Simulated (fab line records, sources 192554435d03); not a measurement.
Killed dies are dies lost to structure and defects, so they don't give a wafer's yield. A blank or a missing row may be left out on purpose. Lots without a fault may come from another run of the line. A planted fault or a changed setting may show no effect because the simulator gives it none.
fab line records | flow n5_finfet
record lots=6 wafers=16 last_day=17
route steps=1938 shown BEOL_M12@1644
lots that met no fault: from a run of the same line without faults
start_h: hours from the record's first day to the start of the lot's first wafer shown | wait_h: hours since the lot's step before | " the same as in the row above | L1.1+2: a row that stands for several wafers | - no value, or no start given | * or withheld: withheld | < > ~ a bound
route shown NAME@n: a module of which the file shows steps, and the number in the route of the first | usual: mean/standard deviation of fault-free wafers | same: alike in all rows | chamber/n: place in a boat | sites: the reading at each site | _std_site: their standard deviation | _edge_site: outer sites' mean less inner sites' | radius_mm: how far each site lies from the wafer's centre | mask NAME#n: copy n | behind: the tool/chamber that last shaped the wafer | hold: why the lot was held/for how many hours/how that ended | device: the transistor (n, p or np) that didn't switch | end of line: the same wafers' tests at the end of the route | a step without rows: its recipe alone | killed: dies lost to structure and defects at the first sort, not the wafer's yield | map: a wafer's dies, x killed, . not, _ none there
set.NAME: the setting as run; set.NAME@STEP: as run at that earlier step | model.NAME: the simulator's own value behind a step, which no gauge read
lots at some steps of the route; a table a step, a row a wafer
services: from which hour (start_h, from the record's first day; less than 0 if before it) a tool's chamber was out of use, for how many hours, and why
## steps
# step N5_BEOL_M12_PRECLEAN_39
# recipe chemistry=residue_remover time_s=60 temp_c=40
# step N5_BEOL_M12_SRD_40
# recipe time_s=30 temp_c=23 rinse_liquid=diw dry=n2_spin spin_rpm=1500 dry_time_s=30
# step N5_BEOL_M12_DEGAS_41
# recipe ambient=vacuum temp_c=250 time_s=60
# usual heater_power_w=315/31
# columns lot.wafer tool chamber start_h wait_h heater_power_w
L566.2 pvd_sputter-02 - 248.80 0.2 280
L566.4 " - " " 316
L566.6 " - " " 280
L574.4 pvd_sputter-02 - 281.66 0.3 394
L574.5 " - " " 400
L574.6 " - " " 310
L576.1 pvd_sputter-01 - 317.97 0.1 349
L576.5 " - " " 280
L582.5 pvd_sputter-03 - 351.75 0.3 303
L582.6 " - " " 316
L586.2 pvd_sputter-02 - 365.11 2.5 314
L586.3 " - " " 293
L586.6 " - " " 387
L587.1 pvd_sputter-02 - 371.53 0.2 282
L587.3 " - " " 390
L587.6 " - " " 274
# step N5_BEOL_M12_PRE_CLEAN_42
# recipe gas=H2/He time_s=30 temp_c=250
# usual heater_power_w=316/31
# columns lot.wafer tool chamber start_h wait_h heater_power_w
L566.2 pvd_sputter-02 - 248.84 0.0 270
L566.4 " - " " 310
L566.6 " - " " 281
L574.4 pvd_sputter-02 - 281.70 0.0 389
L574.5 " - " " 384
L574.6 " - " " 319
L576.1 pvd_sputter-01 - 318.01 0.0 355
L576.5 " - " " 275
L582.5 pvd_sputter-03 - 351.79 0.0 303
L582.6 " - " " 316
L586.2 pvd_sputter-02 - 365.15 0.0 322
L586.3 " - " " 298
L586.6 " - " " 374
L587.1 pvd_sputter-02 - 371.57 0.0 271
L587.3 " - " " 403
L587.6 " - " " 284
# step N5_BEOL_M12_SPUTTER_43
# recipe material=TaN target_thk_a=150 temp_c=50 bias_v=168.6 power_w=15000 chamber_pressure_pa=0.12 time_s=24.19
# usual throttle_valve_pct=30.1/0.69
# columns lot.wafer tool chamber start_h wait_h throttle_valve_pct
L566.2 pvd_sputter-02 - 248.88 0.0 29.0
L566.4 " - " " 30.9
L566.6 " - " " 29.2
L574.4 pvd_sputter-02 - 281.74 0.0 29.0
L574.5 " - " " 29.4
L574.6 " - " " 30.6
L576.1 pvd_sputter-01 - 318.05 0.0 30.7
L576.5 " - " " 30.2
L582.5 pvd_sputter-03 - 351.85 0.0 30.3
L582.6 " - " " 31.1
L586.2 pvd_sputter-02 - 365.19 0.0 30.7
L586.3 " - " " 31.1
L586.6 " - " " 29.4
L587.1 pvd_sputter-02 - 371.61 0.0 29.1
L587.3 " - " " 29.3
L587.6 " - " " 29.0
# step N5_BEOL_M12_SPUTTER_44
# recipe material=Ta target_thk_a=100 temp_c=50 bias_v=80 power_w=15000 chamber_pressure_pa=0.07 time_s=16.13
# usual throttle_valve_pct=30.1/0.68
# columns lot.wafer tool chamber start_h wait_h throttle_valve_pct
L566.2 pvd_sputter-02 - 248.96 0.0 29.3
L566.4 " - " " 30.5
L566.6 " - " " 29.4
L574.4 pvd_sputter-02 - 281.82 0.0 29.2
L574.5 " - " " 29.3
L574.6 " - " " 30.6
L576.1 pvd_sputter-01 - 318.13 0.0 30.7
L576.5 " - " " 30.2
L582.5 pvd_sputter-03 - 351.93 0.0 30.4
L582.6 " - " " 30.8
L586.2 pvd_sputter-02 - 365.27 0.0 30.7
L586.3 " - " " 31.4
L586.6 " - " " 29.3
L587.1 pvd_sputter-02 - 371.69 0.0 28.9
L587.3 " - " " 29.3
L587.6 " - " " 29.2
# step N5_BEOL_M12_SPUTTER_45
# recipe material=Cu target_thk_a=800 temp_c=-20 bias_v=60 power_w=26000 chamber_pressure_pa=0.13 time_s=13.33
# step N5_BEOL_M12_ECD_47
# recipe material=Cu target_thk_a=7200
# step N5_BEOL_M12_ANNEAL_48
# recipe temp_c=225 time_s=90 ambient=N2
# step N5_BEOL_M12_CMP_49
# recipe stop_on=SiOC t_overpolish_s=20.6 down_force_psi=1 platen_rpm=50 clearing_platen_down_force_psi=1.5 clearing_platen_rpm=50 post_cmp_clean=cu_alkaline target_thk_nm=320 clearing_platen_pad_velocity_m_s=0.99484 pad_velocity_m_s=0.99484
# usual barrier_field_endpoint_s=30.5/0.72 motor_current_A=6.2/0.61 overpolish_run_s=20.600/0.0091
# columns lot.wafer tool chamber start_h wait_h barrier_field_endpoint_s motor_current_A overpolish_run_s
L566.2 cmp-04 2 249.63 0.2 29.2 6.4 20.608
L566.4 " 3 " " 30.1 5.4 20.594
L566.6 " 2 " " 30.4 6.1 20.585
L574.4 cmp-04 3 282.68 0.2 29.8 5.6 20.593
L574.5 " 0 " " 30.0 5.5 20.595
L574.6 " 1 " " 31.0 6.2 20.599
L576.1 cmp-03 3 318.95 0.3 30.1 6.3 20.603
L576.5 " 3 " " 30.1 6.3 20.618
L582.5 cmp-03 3 352.69 0.2 30.7 5.9 20.586
L582.6 " 0 " " 31.8 6.6 20.600
L586.3 cmp-01 2 365.91 0.2 31.8 5.3 20.592
L586.2 " 3 " " 30.8 7.6 20.594
L586.6 " 3 " " 30.9 7.7 20.603
L587.1 cmp-04 0 372.33 0.3 30.6 5.3 20.596
L587.3 " 1 " " 30.9 5.9 20.590
L587.6 " 1 " " 31.5 5.9 20.601
# step N5_BEOL_M12_THK_MEAS_50
# recipe thk_meas_gauge=xrf reads=Cu_of_BEOL_M12_ECD_47
# usual M12_THK=317/5.2
# columns lot.wafer tool chamber start_h wait_h M12_THK[nm]
L566.2 film_metro-02 - 249.89 - 307
L566.4 " - " " 317
L566.6 " - " " 304
L574.4 film_metro-02 - 282.86 - 315
L574.5 " - " " 312
L574.6 " - " " 318
L576.1 film_metro-01 - 319.21 - 307
L576.5 " - " " 313
L582.5 film_metro-01 - 352.83 - 310
L582.6 " - " " 317
L586.2 film_metro-01 - 366.20 - 312
L586.3 " - " " 320
L586.6 " - " " 312
L587.1 film_metro-02 - 372.62 - 309
L587.3 " - " " 311
L587.6 " - " " 318
# step N5_BEOL_M12_PRE_CLEAN_52
# recipe gas=NH3 time_s=15 temp_c=withheld rf_power_w=300
# step N5_BEOL_M12_DEP_53
# recipe material=SiCN target_thk_a=300 temp_c=withheld precursor=3MS/NH3 pressure_torr=3 rf_w=675 time_s=10.5
# usual chamber_pressure_Torr=3.001/0.0066 showerhead_plenum_p_Torr=4.161/0.017 throttle_valve_pct=18.4/0.9
# columns lot.wafer tool chamber start_h wait_h chamber_pressure_Torr showerhead_plenum_p_Torr throttle_valve_pct model.SiCN_of_BEOL_M12_DEP_53.thk_nm
L566.2 pecvd-03 0 249.95 0.0 3.003 4.206 19.5 30
L566.4 " 0 " " 3.007 4.203 19.2 30.4
L566.6 " 2 " " 2.999 4.159 17.7 31
L574.4 pecvd-01 1 282.95 0.0 2.994 4.148 19.7 30.4
L574.5 " 2 " " 3.000 4.149 16.6 30.6
L574.6 " 1 " " 3.002 4.138 19.6 30
L576.1 pecvd-01 0 319.27 0.0 3.003 4.146 18.3 30.2
L576.5 " 0 " " 2.993 4.161 18.4 30
L582.5 pecvd-01 2 352.91 0.0 3.004 4.147 17.0 29.8
L582.6 " 0 " " 3.005 4.156 18.3 31
L586.2 pecvd-02 0 366.26 0.0 2.991 4.159 18.9 29.8
L586.3 " 2 " " 2.999 4.167 17.8 29.8
L586.6 " 2 " " 2.996 4.139 17.7 30.6
L587.1 pecvd-03 2 372.68 0.0 3.004 4.168 18.1 30.2
L587.3 " 1 " " 3.001 4.172 19.3 29.8
L587.6 " 2 " " 2.999 4.178 18.3 30.8
# step N5_BEOL_M12_RS_MEAS_54
# recipe thk_meas_gauge=four-point-probe reads=Cu_of_BEOL_M12_ECD_47+Ta_of_BEOL_M12_SPUTTER_44+TaN_of_BEOL_M12_SPUTTER_43
# usual M12_RS=0.0596/0.00093
# columns lot.wafer tool chamber start_h wait_h M12_RS[ohm/sq]
L566.2 film_metro-02 - 250.02 0.0 0.0601
L566.4 " - " " 0.0584
L566.6 " - " " 0.0607
L574.4 film_metro-01 - 283.02 0.1 0.0601
L574.5 " - " " 0.0608
L574.6 " - " " 0.0594
L576.1 film_metro-01 - 319.33 0.0 0.0621
L576.5 " - " " 0.0608
L582.5 film_metro-02 - 352.96 0.0 0.0608
L582.6 " - " " 0.0596
L586.2 film_metro-02 - 366.33 0.0 0.0604
L586.3 " - " " 0.0590
L586.6 " - " " 0.0602
L587.1 film_metro-02 - 372.75 0.0 0.0609
L587.3 " - " " 0.0605
L587.6 " - " " 0.0591
## services
# columns tool chamber start_h hours kind
pecvd-01 2 225.97 5.5 scheduled_down
pecvd-03 0 232.59 2.1 scheduled_down
cmp-03 - 240.60 4.1 repair
pecvd-02 0 253.03 5.5 scheduled_down
cmp-03 - 253.55 4.0 pm
cmp-04 - 257.30 1.7 repair
cmp-01 - 258.15 6.5 pm
cmp-04 - 269.06 3.8 repair
cmp-03 - 274.21 0.6 repair
pecvd-01 0 275.08 15.7 repair
cmp-01 - 277.37 1.1 repair
pvd_sputter-02 - 288.44 40.3 repair
pecvd-01 0 291.87 11.2 repair
cmp-03 - 294.05 3.7 repair
cmp-04 - 301.03 0.6 repair
cmp-01 - 322.87 0.9 repair
pecvd-03 - 343.35 14.6 pm
cmp-01 - 345.49 4.0 pm
pecvd-01 - 348.09 1.2 repair
cmp-01 - 349.49 - consumable_replace:conditioner
cmp-03 - 352.81 0.8 repair
cmp-03 - 359.94 2.4 repair
pecvd-03 2 363.07 2.1 scheduled_down
pvd_sputter-01 - 365.77 7.8 repair
## key
first_sign none at tools or gauges
model_effect step=N5_BEOL_M12_DEP_53 value=SiCN_of_BEOL_M12_DEP_53.thk_nm without=30.7 struck=29.9
met_at N5_BEOL_M12_DEP_53
struck_wafers L576.5,L582.5
onset_between 282.95 319.27
fault kind=process_parameter_drift tool=pecvd-01 chamber=- onset_h=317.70 steps=N5_BEOL_M12_DEP_53 channel=time_s offset=* shape=step end_h=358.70 scope=struck_wafers_only acts_in=* stated=*
